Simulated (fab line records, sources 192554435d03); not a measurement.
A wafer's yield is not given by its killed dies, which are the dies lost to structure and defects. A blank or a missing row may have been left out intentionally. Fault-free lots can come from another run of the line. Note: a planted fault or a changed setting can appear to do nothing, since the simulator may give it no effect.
fab line records | flow n5_finfet
[record] lots = 7 | wafers = 21
route steps=1938 shown MIM_TOP_LITHO@1843 TV_OPEN@1890 PAD_METAL@1896 PASSIVATION@1930
start_h: start of the lot's first displayed wafer, in hours after the record's first day | wait_h: hours since the lot's step before | " repeats the value in the row above | L1.1+2: one row covering several wafers at once | - either no value or no given start | * or withheld: withheld | < > ~ a bound
route shown NAME@n: NAME is a module with steps in the file, n the number in the route of the first one | usual: the fault-free wafers' mean and standard deviation | same: alike in all rows | chamber/n: place in a boat | sites: the reading at each site | _std_site: how widely they spread, as a standard deviation | _edge_site: outer sites' mean less inner sites' | radius_mm: how far each site lies from the wafer's centre | mask NAME#n: copy n | behind: the last tool/chamber to shape the wafer | hold: why the lot went on hold/how many hours it stayed there/how the hold came to an end | device: which transistor (n, p or np) failed to switch | end of line: the tests these same wafers got at the end of their route | a step without rows: its recipe alone | killed: not the wafer's yield, but the dies lost to structure and defects at the first sort | map: the dies of a wafer, with x for killed, . for not killed, _ for no die there
set.NAME: setting as actually run; set.NAME@STEP: the setting as run at that earlier step | model.NAME: the simulator's own value behind a step, which no gauge read
one table per step and one row per wafer, for lots whose settings were changed on purpose
[[steps]]
[step N5_MIM_TOP_LITHO_EXPOSE_05]
[recipe] mask_id = MIM_TOP | na = 0.55 | source_shape = conventional | sigma_outer = 0.8 | polarization = unpolarized | target_cd_nm = 2000 | dose_mj = 20.5
lot.wafer  | tool           | chamber | start_h | wait_h | mask      | set.dose_mj
L075.1+4   | krf_scanner-01 | 0       | 297.55  | -      | MIM_TOP#0 | 20.5
L075.3     | "              | 0       | "       | "      | MIM_TOP#0 | 19.1
L084.3+4+6 | krf_scanner-01 | 0       | 333.91  | -      | MIM_TOP#0 | 20.5
L083.1+2+6 | krf_scanner-01 | 0       | 337.86  | -      | MIM_TOP#0 | 20.5
L089.1+2   | krf_scanner-01 | 0       | 381.42  | -      | MIM_TOP#0 | 20.5
L089.4     | "              | 0       | "       | "      | MIM_TOP#0 | 21.23
L091.4+5   | krf_scanner-02 | 0       | 390.64  | -      | MIM_TOP#0 | 19.34
L091.6     | "              | 0       | "       | "      | MIM_TOP#0 | 20.5
L095.3+5   | krf_scanner-01 | 0       | 399.58  | -      | MIM_TOP#0 | 19.12
L095.4     | "              | 0       | "       | "      | MIM_TOP#0 | 20.5
L097.2+4   | krf_scanner-01 | 0       | 426.66  | -      | MIM_TOP#0 | 20.5
L097.5     | "              | 0       | "       | "      | MIM_TOP#0 | 21.21
[step N5_MIM_TOP_LITHO_PEB_06]
[recipe] peb_temp_c = withheld | peb_time_s = *
[step N5_MIM_TOP_LITHO_DEVELOP_07]
[recipe] develop_time_s = 60 | rinse_liquid = diw | dry = air_spin | dev_temp_c = 21
[step N5_MIM_TOP_LITHO_HARDBAKE_09]
[recipe] temp_c = 130 | time_s = 120
[step N5_MIM_TOP_LITHO_CD_MEAS_08]
[recipe] target_cd_nm = 2000 | landing_energy_ev = 500 | detector = se_inlens
[usual] cd_nm = 1999.6/1.8
lot.wafer | tool      | chamber | start_h | wait_h | set.dose_mj@MIM_TOP_LITHO_EXPOSE_05 | cd_nm
L075.1    | cd_sem-02 | 0       | 297.72  | -      | 20.5                                | 2001.1
L075.3    | "         | 0       | "       | "      | 19.1                                | 2015.1
L075.4    | "         | 0       | "       | "      | 20.5                                | 2002.5
L084.3    | cd_sem-01 | 0       | 334.07  | -      | 20.5                                | 1999.2
L084.4    | "         | 0       | "       | "      | 20.5                                | 1998.6
L084.6    | "         | 0       | "       | "      | 20.5                                | 1996.4
L083.1    | cd_sem-03 | 0       | 338.03  | -      | 20.5                                | 2000.6
L083.2    | "         | 0       | "       | "      | 20.5                                | 1999.5
L083.6    | "         | 0       | "       | "      | 20.5                                | 1998.8
L089.1    | cd_sem-01 | 0       | 381.59  | -      | 20.5                                | 1996.8
L089.2    | "         | 0       | "       | "      | 20.5                                | 1998.9
L089.4    | "         | 0       | "       | "      | 21.23                               | 1995.0
L091.4    | cd_sem-03 | 0       | 390.80  | -      | 19.34                               | 2009.6
L091.5    | "         | 0       | "       | "      | 19.34                               | 2010.6
L091.6    | "         | 0       | "       | "      | 20.5                                | 2000.0
L095.3    | cd_sem-01 | 0       | 399.75  | -      | 19.12                               | 2013.5
L095.4    | "         | 0       | "       | "      | 20.5                                | 2001.0
L095.5    | "         | 0       | "       | "      | 19.12                               | 2011.4
L097.2    | cd_sem-03 | 0       | 426.83  | -      | 20.5                                | 1999.8
L097.4    | "         | 0       | "       | "      | 20.5                                | 2001.1
L097.5    | "         | 0       | "       | "      | 21.21                               | 1994.7
[step N5_MIM_TOP_LITHO_DESCUM_10]
[recipe] chemistry = O2 | time_s = 7.9 | source_power_w = 50 | bias_power_w = 20 | pressure_mtorr = 20 | rf_frequency_hz = 2.712e+07 | temp_c = 40 | o2_flow_sccm = 225
lot.wafer | tool        | chamber | start_h | wait_h | set.dose_mj@MIM_TOP_LITHO_EXPOSE_05 | model.MIM_TOP_LITHO.cd_nm
L075.1    | rie_diel-05 | 3       | 297.81  | 0.0    | 20.5                                | 2001
L075.3    | "           | 1       | "       | "      | 19.1                                | 2015
L075.4    | "           | 2       | "       | "      | 20.5                                | 2002
L084.3+4  | rie_diel-05 | 0       | 334.22  | 0.1    | 20.5                                | 1999
L084.6    | "           | 1       | "       | "      | 20.5                                | 1996
L083.1    | rie_diel-05 | 0       | 338.15  | 0.1    | 20.5                                | 2001
L083.2    | "           | 2       | "       | "      | 20.5                                | 2000
L083.6    | "           | 1       | "       | "      | 20.5                                | 1999
L089.1    | rie_diel-06 | 0       | 381.68  | 0.0    | 20.5                                | 1997
L089.2    | "           | 2       | "       | "      | 20.5                                | 1999
L089.4    | "           | 3       | "       | "      | 21.23                               | 1995
L091.4    | rie_diel-01 | 1       | 390.88  | 0.0    | 19.34                               | -
L091.5    | "           | 1       | "       | "      | 19.34                               | 2011
L091.6    | "           | 0       | "       | "      | 20.5                                | 2000
L095.3    | rie_diel-01 | 3       | 400.11  | 0.3    | 19.12                               | 2014
L095.4    | "           | 3       | "       | "      | 20.5                                | 2001
L095.5    | "           | 0       | "       | "      | 19.12                               | 2012
L097.2    | rie_diel-01 | 3       | 426.92  | 0.0    | 20.5                                | 2000
L097.4    | "           | 0       | "       | "      | 20.5                                | 2002
L097.5    | "           | 2       | "       | "      | 21.21                               | 1995
[step N5_PASSIVATION_ETCH_15]
[recipe] chemistry = CF4/N2 | target = SiCN | target_depth_a = 750 | taper_deg = 2 | time_s = 81.2 | ion_energy_ev = 150 | mask_material = SiNx | pressure_mtorr = 40 | source_w = 430 | bias_w = 70 | Ar_flow_sccm = 100 | cf4_flow_sccm = 60 | n2_flow_sccm = 60
[usual] rf_vpp_V = 381.6/1.8
lot.wafer | tool        | chamber | start_h | wait_h | set.bias_w | rf_vpp_V
L075.1    | rie_diel-03 | 0       | -       | -      | 59.98      | 347.4
L075.3    | "           | 2       | "       | "      | 70         | 382.0
L075.4    | "           | 3       | "       | "      | 59.98      | 347.7
L084.3    | rie_diel-02 | 3       | -       | -      | 70         | 381.9
L084.4    | "           | 3       | "       | "      | 70         | 381.2
L084.6    | "           | 2       | "       | "      | 70         | 383.4
L083.1    | rie_diel-02 | 0       | -       | -      | 70         | 382.8
L083.2    | "           | 2       | "       | "      | 70         | 383.1
L083.6    | "           | 0       | "       | "      | 81.6       | 423.0
L089.1    | rie_diel-04 | 1       | -       | -      | 70         | 379.7
L089.2    | "           | 2       | "       | "      | 80.04      | 416.1
L089.4    | "           | 3       | "       | "      | 70         | 382.6
L091.4    | rie_diel-02 | 0       | -       | -      | 70         | 382.7
L091.5    | "           | 2       | "       | "      | 70         | 383.3
L091.6    | "           | 3       | "       | "      | 70         | 381.1
L095.3    | rie_diel-04 | 2       | -       | -      | 82.47      | 423.5
L095.4    | "           | 1       | "       | "      | 82.47      | 421.5
L095.5    | "           | 1       | "       | "      | 82.47      | 420.3
L097.2    | rie_diel-04 | 1       | -       | -      | 75.63      | 399.1
L097.4    | "           | 0       | "       | "      | 75.63      | 396.9
L097.5    | "           | 3       | "       | "      | 70         | 381.4
[step N5_PASSIVATION_AL_DEP_21]
[recipe] material = Al | target_thk_a = 28000 | temp_c = 400 | time_s = 170 | power_w = 30000 | chamber_pressure_pa = 0.4 | gas = Ar
lot.wafer | tool           | chamber | start_h | wait_h | set.time_s | model.Al_of_PASSIVATION_AL_DEP_21.thk_nm
L075.1    | pvd_sputter-02 | -       | 303.19  | 0.1    | 170        | 2811
L075.3    | "              | -       | "       | "      | 170        | 2849
L075.4    | "              | -       | "       | "      | 187.9      | 3126
L084.3    | pvd_sputter-03 | -       | 337.68  | 0.1    | 170        | 2777
L084.4    | "              | -       | "       | "      | 170        | 2779
L084.6    | "              | -       | "       | "      | 170        | 2830
L083.1    | pvd_sputter-03 | -       | 343.31  | 0.1    | 170        | 2785
L083.2    | "              | -       | "       | "      | 178.7      | 2916
L083.6    | "              | -       | "       | "      | 170        | 2788
L089.1    | pvd_sputter-03 | -       | 385.66  | 0.1    | 170        | 2831
L089.2    | "              | -       | "       | "      | 177.2      | 2914
L089.4    | "              | -       | "       | "      | 177.2      | 2925
L091.4    | pvd_sputter-03 | -       | 394.10  | 0.1    | 170        | 2745
L091.5    | "              | -       | "       | "      | 170        | 2758
L091.6    | "              | -       | "       | "      | 170        | 2768
L095.3    | pvd_sputter-02 | -       | 405.32  | 0.1    | 170        | 2751
L095.4    | "              | -       | "       | "      | 189.6      | 3112
L095.5    | "              | -       | "       | "      | 189.6      | 3085
L097.2    | pvd_sputter-01 | -       | 431.54  | 0.1    | 170        | 2789
L097.4    | "              | -       | "       | "      | 187.7      | 3079
L097.5    | "              | -       | "       | "      | 187.7      | 3067
[step N5_PASSIVATION_ETCH_54]
[recipe] chemistry = CHF3/O2 | target = SiO2 | target_depth_a = 8800 | CHF3_flow_sccm = 50 | O2_flow_sccm = 5 | Ar_flow_sccm = 200 | time_s = 440 | mask_material = PR | pressure_mtorr = 30 | source_w = 650 | bias_w = 170 | ion_energy_ev = 200
[usual] rf_vpp_V = 520/8
lot.wafer | tool        | chamber | start_h | wait_h | set.bias_w | rf_vpp_V
L075.1    | rie_diel-06 | 2       | 306.08  | 0.1    | 170        | 529
L075.3    | "           | 3       | "       | "      | 170        | 510
L075.4    | "           | 0       | "       | "      | 170        | 508
L084.3    | rie_diel-01 | 3       | 340.78  | 0.1    | 170        | 512
L084.4    | "           | 2       | "       | "      | 170        | 527
L084.6    | "           | 0       | "       | "      | 170        | 522
L083.1    | rie_diel-06 | 0       | 346.50  | 0.1    | 170        | 506
L083.2    | "           | 3       | "       | "      | 170        | 511
L083.6    | "           | 0       | "       | "      | 149.2      | 458
L089.1    | rie_diel-05 | 1       | 389.03  | 0.1    | 146        | 459
L089.2    | "           | 3       | "       | "      | 146        | 457
L089.4    | "           | 0       | "       | "      | 146        | 470
L091.4    | rie_diel-01 | 1       | 396.95  | 0.1    | 170        | 525
L091.5    | "           | 0       | "       | "      | 140.4      | 447
L091.6    | "           | 3       | "       | "      | 170        | 511
L095.3    | rie_diel-06 | 0       | 408.38  | 0.1    | 152.6      | 465
L095.4    | "           | 1       | "       | "      | 152.6      | 476
L095.5    | "           | 1       | "       | "      | 170        | 518
L097.2    | rie_diel-06 | 3       | 434.35  | 0.1    | 170        | 511
L097.4    | "           | 2       | "       | "      | 170        | 529
L097.5    | "           | 3       | "       | "      | 170        | 508
[step N5_PASSIVATION_STRIP_48]
[recipe] chemistry = O2 | power_w = 600 | temp_c = 60 | pressure_mtorr = 30 | rf_frequency_hz = 6e+07 | bias_power_w = 0 | overash_fraction = 0.5 | o2_flow_sccm = 225
lot.wafer  | tool        | chamber | start_h | wait_h | set.temp_c
L075.1     | rie_diel-06 | 2       | 306.37  | 0.1    | 60
L075.3+4   | "           | 3,0     | "       | "      | 57.18
L084.3+4+6 | rie_diel-01 | 3,2,0   | 341.07  | 0.1    | 60
L083.1+2+6 | rie_diel-06 | 0,3,0   | 346.79  | 0.1    | 60
L089.1+2+4 | rie_diel-05 | 1,3,0   | 389.31  | 0.1    | 60
L091.4+5   | rie_diel-01 | 1,0     | 397.11  | 0.0    | 56.96
L091.6     | "           | 3       | "       | "      | 60
L095.3+4+5 | rie_diel-06 | 0,1,1   | 408.67  | 0.1    | 60
L097.2+5   | rie_diel-06 | 3       | 434.64  | 0.1    | 60
L097.4     | "           | 2       | "       | "      | 58.98
[step N5_PASSIVATION_STRIP_52]
[recipe] chemistry = post_etch_residue_remover | time_s = 1200 | temp_c = 72.5
[step N5_PASSIVATION_CLEAN_71]
[recipe] chemistry = IPA | time_s = 180 | temp_c = 25
[step N5_PASSIVATION_SRD_72]
[recipe] dry = ipa_marangoni | time_s = 30 | temp_c = 23 | rinse_liquid = diw
[step N5_PASSIVATION_ANNEAL_56]
[recipe] temp_c = 400 | time_s = 1800 | ambient = FGA | idle_temp_c = 300 | ramp_up_c_per_min = 5 | ramp_down_c_per_min = 3
[step N5_PASSIVATION_PROBE_49]
[usual] defect_limited_yield = 91.4/1.4 | killed_at_M0_to_M3 = 33/11 | killed_at_M4_up = 13/5.3 | killed_at_contacts = 13/6.1 | killed_at_front_end = 40/11 | killed_at_other = 2.9/2.7 | killed_dies = 102/17 | killed_open = 68/13 | killed_short = 32/7.5 | sort_bin_4_leakage = 0.00/0.022 | sort_bin_5_function = 5.1/0.98 | sort_bin_6_memory = 3.2/0.69 | sort_bin_8_speed = 0.1/1.1 | sort_n_pass = 1077/21 | sort_yield_pct = 91.3/1.7
[same] gross_dies = 1180 | killed_at_back_side = 0
lot.wafer | tool      | chamber | start_h | wait_h | set.time_s@PASSIVATION_AL_DEP_21 | defect_limited_yield[%] | killed_at_M0_to_M3 | killed_at_M4_up | killed_at_contacts | killed_at_front_end | killed_at_other | killed_dies | killed_open | killed_short | sort_bin_4_leakage[%] | sort_bin_5_function[%] | sort_bin_6_memory[%] | sort_bin_8_speed[%] | sort_n_pass | sort_yield_pct[%]
L075.1    | prober-02 | -       | 309.07  | 0.0    | 170                              | 89.7                    | 41                 | 23              | 18                 | 37                  | 3               | 122         | 86          | 33           | 0                     | 5.9                    | 4.2                  | 0                   | 1058        | 89.7
L075.3    | prober-02 | -       | 309.17  | 0.1    | 170                              | 91.4                    | 37                 | 18              | 6                  | 37                  | 4               | 102         | 71          | 29           | 0                     | 5.0                    | 3.3                  | 0                   | 1078        | 91.4
L075.4    | prober-02 | -       | 309.22  | 0.2    | 187.9                            | 90.8                    | 32                 | 8               | 10                 | 32                  | 27              | 109         | 59          | 23           | 0                     | 5.9                    | 3.0                  | 0                   | 1071        | 90.8
L084.3    | prober-01 | -       | 343.66  | 0.1    | 170                              | 92.2                    | 29                 | 19              | 11                 | 32                  | 1               | 92          | 67          | 24           | 0                     | 4.4                    | 3.3                  | 12.7                | 938         | 79.5
L084.4    | prober-01 | -       | 343.71  | 0.2    | 170                              | 92.5                    | 21                 | 10              | 25                 | 30                  | 3               | 89          | 58          | 30           | 0                     | 5.1                    | 1.9                  | 0                   | 1091        | 92.5
L084.6    | prober-01 | -       | 343.81  | 0.3    | 170                              | 93.0                    | 16                 | 16              | 19                 | 31                  | 1               | 83          | 53          | 28           | 0                     | 4.4                    | 2.4                  | 0                   | 1097        | 93.0
L083.1    | prober-01 | -       | 349.32  | 0.0    | 170                              | 93.1                    | 23                 | 14              | 6                  | 37                  | 1               | 81          | 53          | 27           | 0                     | 4.4                    | 2.3                  | 0                   | 1099        | 93.1
L083.2    | prober-01 | -       | 349.37  | 0.1    | 178.7                            | 93.6                    | 14                 | 10              | 7                  | 44                  | 0               | 75          | 45          | 28           | 0                     | 3.8                    | 2.5                  | 0                   | 1105        | 93.6
L083.6    | prober-01 | -       | 349.57  | 0.3    | 170                              | 94.2                    | 22                 | 13              | 6                  | 25                  | 2               | 68          | 43          | 22           | 0                     | 3.0                    | 2.5                  | 0                   | 1112        | 94.2
L089.1    | prober-02 | -       | 391.82  | 0.0    | 170                              | 90.3                    | 41                 | 14              | 11                 | 45                  | 4               | 115         | 65          | 38           | 0.76                  | 6.0                    | 2.8                  | 0                   | 1065        | 90.3
L089.2    | prober-02 | -       | 391.87  | 0.1    | 177.2                            | 91.5                    | 32                 | 15              | 9                  | 37                  | 7               | 100         | 75          | 22           | 0                     | 4.8                    | 3.5                  | 0                   | 1080        | 91.5
L089.4    | prober-02 | -       | 391.97  | 0.2    | 177.2                            | 90.9                    | 31                 | 17              | 12                 | 42                  | 5               | 107         | 78          | 27           | 0                     | 5.0                    | 3.6                  | 0                   | 1073        | 90.9
L091.4    | prober-01 | -       | 399.73  | 0.2    | 170                              | 90.9                    | 32                 | 13              | 25                 | 36                  | 1               | 107         | 72          | 28           | 0                     | 5.5                    | 2.9                  | 0                   | 1073        | 90.9
L091.5    | prober-01 | -       | 399.78  | 0.2    | 170                              | 92.8                    | 27                 | 10              | 16                 | 26                  | 6               | 85          | 56          | 27           | 0                     | 4.7                    | 2.2                  | 0                   | 1095        | 92.8
L091.6    | prober-01 | -       | 399.83  | 0.3    | 170                              | 90.2                    | 41                 | 19              | 27                 | 28                  | 1               | 116         | 89          | 25           | 0                     | 4.7                    | 4.8                  | 0                   | 1064        | 90.2
L095.3    | prober-02 | -       | 411.30  | 0.1    | 170                              | 91.9                    | 34                 | 15              | 13                 | 29                  | 4               | 95          | 61          | 34           | 0                     | 4.6                    | 3.1                  | 0                   | 1085        | 91.9
L095.4    | prober-02 | -       | 411.35  | 0.2    | 189.6                            | 89.5                    | 31                 | 16              | 24                 | 43                  | 10              | 124         | 73          | 33           | 0.08                  | 7.9                    | 2.3                  | 0                   | 1055        | 89.4
L095.5    | prober-02 | -       | 411.40  | 0.2    | 189.6                            | 91.1                    | 36                 | 13              | 7                  | 24                  | 25              | 105         | 49          | 29           | 0                     | 5.7                    | 3.0                  | 0                   | 1075        | 91.1
L097.2    | prober-02 | -       | 437.18  | 0.1    | 170                              | 92.2                    | 38                 | 10              | 5                  | 37                  | 2               | 92          | 59          | 31           | 0.25                  | 5.0                    | 2.5                  | 0                   | 1085        | 91.9
L097.4    | prober-02 | -       | 437.28  | 0.2    | 187.7                            | 91.7                    | 38                 | 5               | 9                  | 41                  | 5               | 98          | 66          | 25           | 0                     | 5.3                    | 2.8                  | 0                   | 1082        | 91.7
L097.5    | prober-02 | -       | 437.33  | 0.2    | 187.7                            | 91.8                    | 29                 | 12              | 13                 | 42                  | 1               | 97          | 63          | 32           | 0                     | 5.4                    | 2.5                  | 0                   | 1083        | 91.8
// killed by level:class
L075.1 BEOL_M4:geometric_particle:open=16 MOL_CONTACT_COAG:geometric_particle:open=13 DUMMY_GATE:geometric_particle:open=12 BEOL_M0_SAQP:geometric_particle:short=11 BEOL_M3:geometric_particle:open=9 BEOL_M0_SAQP:geometric_particle:open=7 GATE_CUT:geometric_particle:short=6 STARTING-WAFER:geometric_particle:open=6
L075.3 DUMMY_GATE:geometric_particle:open=9 BEOL_M2:geometric_particle:open=9 BEOL_M4:geometric_particle:open=9 BEOL_M0_SAQP:geometric_particle:short=6 MOL_CONTACT_COAG:geometric_particle:open=6 BEOL_M1:geometric_particle:open=6 BEOL_M3:geometric_particle:open=6 STI_FIN_REVEAL:geometric_particle:open=5
L075.4 PASSIVATION:area_etch=25 MOL_CONTACT_COAG:geometric_particle:open=9 BEOL_M1:geometric_particle:open=7 BEOL_M0_SAQP:geometric_particle:short=6 BEOL_M3:geometric_particle:open=6 GATE_CUT:geometric_particle:short=5 GATE_CUT:geometric_particle:open=5 BEOL_M4:geometric_particle:open=5
L084.3 FIN_SAQP:geometric_particle:open=14 MOL_CONTACT_COAG:geometric_particle:open=9 BEOL_M5:geometric_particle:open=8 BEOL_M0_SAQP:geometric_particle:short=7 BEOL_M0_SAQP:geometric_particle:open=5 BEOL_M3:geometric_particle:open=5 FIN_SAQP:geometric_particle:short=4 BEOL_M2:geometric_particle:open=4
L084.4 MOL_CONTACT_COAG:geometric_particle:open=20 FIN_SAQP:geometric_particle:short=10 BEOL_M2:geometric_particle:open=8 GATE_CUT:geometric_particle:short=6 MOL_CONTACT_COAG:geometric_particle:short=5 BEOL_M3:geometric_particle:open=4 FIN_SAQP:geometric_particle:open=3 STI_FIN_REVEAL:geometric_particle:open=3
L084.6 MOL_CONTACT_COAG:geometric_particle:open=17 FIN_SAQP:geometric_particle:short=7 BEOL_M4:geometric_particle:short=6 BEOL_M4:geometric_particle:open=6 DUMMY_GATE:geometric_particle:open=5 FIN_SAQP:geometric_particle:open=4 BEOL_M3:geometric_particle:open=4 STI_FIN_REVEAL:geometric_particle:short=3
L083.1 STI_FIN_REVEAL:geometric_particle:open=13 DUMMY_GATE:geometric_particle:open=9 BEOL_M0_SAQP:geometric_particle:short=9 FIN_SAQP:geometric_particle:short=5 MOL_CONTACT_COAG:geometric_particle:open=5 BEOL_M0_SAQP:geometric_particle:open=4 BEOL_M2:geometric_particle:open=4 BEOL_M8:geometric_particle:open=4
L083.2 STI_FIN_REVEAL:geometric_particle:open=14 FIN_SAQP:geometric_particle:short=11 FIN_SAQP:geometric_particle:open=4 MOL_CONTACT_COAG:geometric_particle:open=4 BEOL_M4:geometric_particle:open=4 GATE_CUT:geometric_particle:short=3 MOL_CONTACT_COAG:geometric_particle:short=3 BEOL_M0_SAQP:geometric_particle:open=3
L083.6 DUMMY_GATE:geometric_particle:open=8 BEOL_M4:geometric_particle:open=7 MOL_CONTACT_COAG:geometric_particle:open=5 BEOL_M0_SAQP:geometric_particle:short=5 BEOL_M3:geometric_particle:open=5 FIN_SAQP:geometric_particle:short=3 BEOL_M0_SAQP:geometric_particle:open=3 BEOL_M1:geometric_particle:open=3
L089.1 BEOL_M3:geometric_particle:open=11 FIN_SAQP:geometric_particle:open=10 STI_FIN_REVEAL:geometric_particle:open=9 M1:area_ald=9 MOL_CONTACT_COAG:geometric_particle:open=8 FIN_SAQP:geometric_particle:short=7 BEOL_M0_SAQP:geometric_particle:open=7 BEOL_M0_SAQP:geometric_particle:short=7
L089.2 BEOL_M3:geometric_particle:open=10 MOL_CONTACT_COAG:geometric_particle:open=9 STI_FIN_REVEAL:geometric_particle:open=8 BEOL_M0_SAQP:geometric_particle:open=7 BEOL_M2:geometric_particle:open=6 FIN_SAQP:geometric_particle:open=5 DUMMY_GATE:geometric_particle:open=5 MIM_TOP_ETCH:geometric_particle:short=5
L089.4 STI_FIN_REVEAL:geometric_particle:open=18 MOL_CONTACT_COAG:geometric_particle:open=10 BEOL_M0_SAQP:geometric_particle:open=10 FIN_SAQP:geometric_particle:open=9 BEOL_M0_SAQP:geometric_particle:short=8 BEOL_M4:geometric_particle:open=6 BEOL_M3:geometric_particle:open=5 STARTING-WAFER:geometric_particle:short=5
L091.4 MOL_CONTACT_COAG:geometric_particle:open=19 BEOL_M3:geometric_particle:open=8 HKMG_FIN:area_etch=7 FIN_SAQP:geometric_particle:open=6 STI_FIN_REVEAL:geometric_particle:open=6 MOL_CONTACT_COAG:geometric_particle:short=6 BEOL_M0_SAQP:geometric_particle:open=6 BEOL_M0_SAQP:geometric_particle:short=6
L091.5 MOL_CONTACT_COAG:geometric_particle:open=11 BEOL_M0_SAQP:geometric_particle:open=8 BEOL_M4:geometric_particle:open=7 MOL_CONTACT_COAG:geometric_particle:short=5 STI_FIN_REVEAL:geometric_particle:open=4 STARTING-WAFER:geometric_particle:open=4 PASS1_CAP:geometric_particle:short=4 DUMMY_GATE:geometric_particle:open=3
L091.6 MOL_CONTACT_COAG:geometric_particle:open=25 FIN_SAQP:geometric_particle:open=10 BEOL_M1:geometric_particle:open=10 BEOL_M3:geometric_particle:open=8 BEOL_M2:geometric_particle:open=7 BEOL_M5:geometric_particle:open=7 BEOL_M0_SAQP:geometric_particle:open=6 BEOL_M0_SAQP:geometric_particle:short=5
L095.3 BEOL_M1:geometric_particle:open=11 FIN_SAQP:geometric_particle:short=9 BEOL_M2:geometric_particle:open=9 MOL_CONTACT_COAG:geometric_particle:open=8 BEOL_M4:geometric_particle:open=7 FIN_SAQP:geometric_particle:open=6 BEOL_M0_SAQP:geometric_particle:open=6 MOL_CONTACT_COAG:geometric_particle:short=5
L095.4 FIN_SAQP:geometric_particle:open=12 FIN_SAQP:geometric_particle:short=11 MOL_CONTACT_COAG:area_etch=11 MOL_CONTACT_COAG:geometric_particle:open=9 BEOL_M4:geometric_particle:open=9 STI_FIN_REVEAL:geometric_particle:open=8 BEOL_M0_SAQP:geometric_particle:open=8 BEOL_M1:geometric_particle:open=8
L095.5 PASSIVATION:area_etch=24 STI_FIN_REVEAL:geometric_particle:open=10 BEOL_M3:geometric_particle:short=9 BEOL_M1:geometric_particle:open=7 MOL_CONTACT_COAG:geometric_particle:open=6 BEOL_M2:geometric_particle:open=6 BEOL_M3:geometric_particle:open=6 FIN_SAQP:geometric_particle:short=4
L097.2 BEOL_M0_SAQP:geometric_particle:short=10 BEOL_M1:geometric_particle:open=9 STI_FIN_REVEAL:geometric_particle:open=7 STARTING-WAFER:geometric_particle:open=7 BEOL_M3:geometric_particle:open=7 FIN_SAQP:geometric_particle:short=5 MOL_CONTACT_COAG:geometric_particle:open=5 BEOL_M2:geometric_particle:open=5
L097.4 DUMMY_GATE:geometric_particle:open=13 BEOL_M3:geometric_particle:open=12 BEOL_M1:geometric_particle:open=9 FIN_SAQP:geometric_particle:short=8 MOL_CONTACT_COAG:geometric_particle:open=8 STI_FIN_REVEAL:geometric_particle:open=6 BEOL_M0_SAQP:geometric_particle:open=5 FIN_SAQP:geometric_particle:open=3
L097.5 STI_FIN_REVEAL:geometric_particle:open=12 MOL_CONTACT_COAG:geometric_particle:open=12 FIN_SAQP:geometric_particle:short=9 BEOL_M1:geometric_particle:open=7 BEOL_M3:geometric_particle:open=6 FIN_SAQP:geometric_particle:open=5 STARTING-WAFER:geometric_particle:short=5 STI_FIN_REVEAL:geometric_particle:short=4
[[key]]
[split] step = N5_MIM_TOP_LITHO_EXPOSE_05 | setting = dose_mj | stated = 20.5 | by = wafer
[response] step = N5_MIM_TOP_LITHO_CD_MEAS_08 | reading = cd_nm | change = -1.72 | per = 1% | r = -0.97
[response] step = N5_MIM_TOP_LITHO_DESCUM_10 | reading = model.MIM_TOP_LITHO.cd_nm | change = -1.74 | per = 1% | r = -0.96
[split] step = N5_PASSIVATION_ETCH_15 | setting = bias_w | stated = 70 | by = wafer
[response] step = N5_PASSIVATION_ETCH_15 | reading = rf_vpp_V | change = +2.39 | per = 1% | r = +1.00
[split] step = N5_PASSIVATION_AL_DEP_21 | setting = time_s | stated = 170 | by = wafer
[response] step = N5_PASSIVATION_AL_DEP_21 | reading = model.Al_of_PASSIVATION_AL_DEP_21.thk_nm | change = +28.1 | per = 1% | r = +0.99
[response] step = N5_PASSIVATION_PROBE_49 | reading = sort_bin_4_leakage | shape = bent | at_lowest = 0.08 | at_stated = 0.08 | at_highest = 0.04
[split] step = N5_PASSIVATION_ETCH_54 | setting = bias_w | stated = 170 | by = wafer
[response] step = N5_PASSIVATION_ETCH_54 | reading = rf_vpp_V | change = +4.18 | per = 1% | r = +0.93
[split] step = N5_PASSIVATION_STRIP_48 | setting = temp_c | stated = 60 | by = wafer
response none clear
